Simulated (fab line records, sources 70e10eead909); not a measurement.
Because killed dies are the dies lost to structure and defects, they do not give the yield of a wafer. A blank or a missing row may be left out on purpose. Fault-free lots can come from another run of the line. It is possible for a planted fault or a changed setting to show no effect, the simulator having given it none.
Which tool was responsible? | flow nand harc | 11 lots with 33 wafers sampled at 4 steps, on a route of 1302 steps

WHAT THE GAUGES SHOWED, per wafer
NHARC_A_CONTACT_CD_MEAS_80.
lot  | measured     | on        | cd nm (nm)
L901 | day 22 19:44 | cd sem-01 | 290.4 289.9 289.5
L903 | day 23 03:35 | cd sem-02 | 289.8 289.9 290.2
L909 | day 25 20:47 | cd sem-02 | 286.8 287.1 287.5
L910 | day 26 06:57 | cd sem-02 | 286.9 286.6 286.5
L913 | day 26 16:23 | cd sem-02 | 288.2 289.2 288.8
L914 | day 28 07:18 | cd sem-01 | 290.3 290.1 290.4
L917 | day 28 13:44 | cd sem-01 | 290.6 290.1 290.4
L918 | day 29 17:45 | cd sem-03 | 288.9 289.4 289.7
L921 | day 30 09:31 | cd sem-03 | 290.2 290.0 290.6
L920 | day 30 11:40 | cd sem-03 | 288.1 287.7 288.1
L923 | day 31 07:28 | cd sem-02 | 288.2 288.1 288.2

TOOL THAT RAN EACH LOT (tool first, then ch and the chambers of the sampled wafers, then the start)
lot  | NHARC_A_CONTACT_ETCH_77                       | NHARC_A_CONTACT_ETCH_133             | NHARC_A_CONTACT_ETCH_91
L901 | rie diel-10 ch 2,3, day 22 18:49 or earlier   | har cap etch-02 ch 0,1, day 22 18:49 | rie diel-10 ch 0,1,3, day 22 19:34
L903 | rie diel-10 ch 0,3, day 23 02:38 or earlier   | har cap etch-02 ch 1, day 23 02:38   | rie diel-10 ch 2,3, day 23 03:22
L909 | rie diel-10 ch 0,1, day 25 16:32              | har cap etch-02 ch 0,1, day 25 19:47 | rie diel-11 ch 0,2, day 25 20:34
L910 | rie diel-11 ch 2,3, day 26 05:56 or earlier   | har cap etch-02 ch 0,1, day 26 05:56 | rie diel-11 ch 2,3, day 26 06:44
L913 | rie diel-10 ch 2,3, day 26 15:31 or earlier   | har cap etch-01 ch 0,1, day 26 15:31 | rie diel-10 ch 2,3, day 26 16:10
L914 | rie diel-10 ch 1,2,3, day 28 06:17 or earlier | har cap etch-01 ch 0,1, day 28 06:17 | rie diel-10 ch 0,1,3, day 28 07:05
L917 | rie diel-03 ch 0,2,3, day 28 12:49 or earlier | har cap etch-03 ch 1, day 28 12:49   | rie diel-10 ch 0,1,2, day 28 13:32
L918 | rie diel-10 ch 0,1,2, day 29 16:53 or earlier | har cap etch-02 ch 0,1, day 29 16:53 | rie diel-10 ch 0,1,3, day 29 17:34
L921 | rie diel-03 ch 1,2,3, day 30 08:31 or earlier | har cap etch-03 ch 0,1, day 30 08:31 | rie diel-03 ch 1,2,3, day 30 09:19
L920 | rie diel-11 ch 2,3, day 30 10:47 or earlier   | har cap etch-02 ch 0,1, day 30 10:47 | rie diel-11 ch 0,1, day 30 11:27
L923 | rie diel-11 ch 0,1, day 31 06:31 or earlier   | har cap etch-03 ch 0,1, day 31 06:31 | rie diel-10 ch 0,1, day 31 07:11
- NHARC_A_CONTACT_ETCH_77: etches the open film in CF4/CHF3, target depth 108.9 nm, time 54.5 s.
- NHARC_A_CONTACT_ETCH_133: etches the open film in C4F8/O2/Ar, time 374 s, target depth 1610 nm.
- NHARC_A_CONTACT_ETCH_91: etches the open film in CH3F/O2, target depth 40 nm, time 85.7 s.

THE ANSWER, worked out from the rows above alone
Rule: the usual values come from the lots themselves. The widest of any qualifying gaps counts: lots, ordered by their means at a reading, are off when they make up no more than a third of the lots, leave a main group of 4 or more, and stand apart from it by 3 or more times the standard deviation of that group's means. A main group whose means are all the same, to the digits that the tables above print for the reading, isn't used. Also off: a lot with no number at a reading for which 4 or more lots have one. All remaining lots with rows at the step are treated as sound.
None of the lots is off at any reading shown; this tells nothing.

WHAT THE SIMULATOR HAD PUT IN
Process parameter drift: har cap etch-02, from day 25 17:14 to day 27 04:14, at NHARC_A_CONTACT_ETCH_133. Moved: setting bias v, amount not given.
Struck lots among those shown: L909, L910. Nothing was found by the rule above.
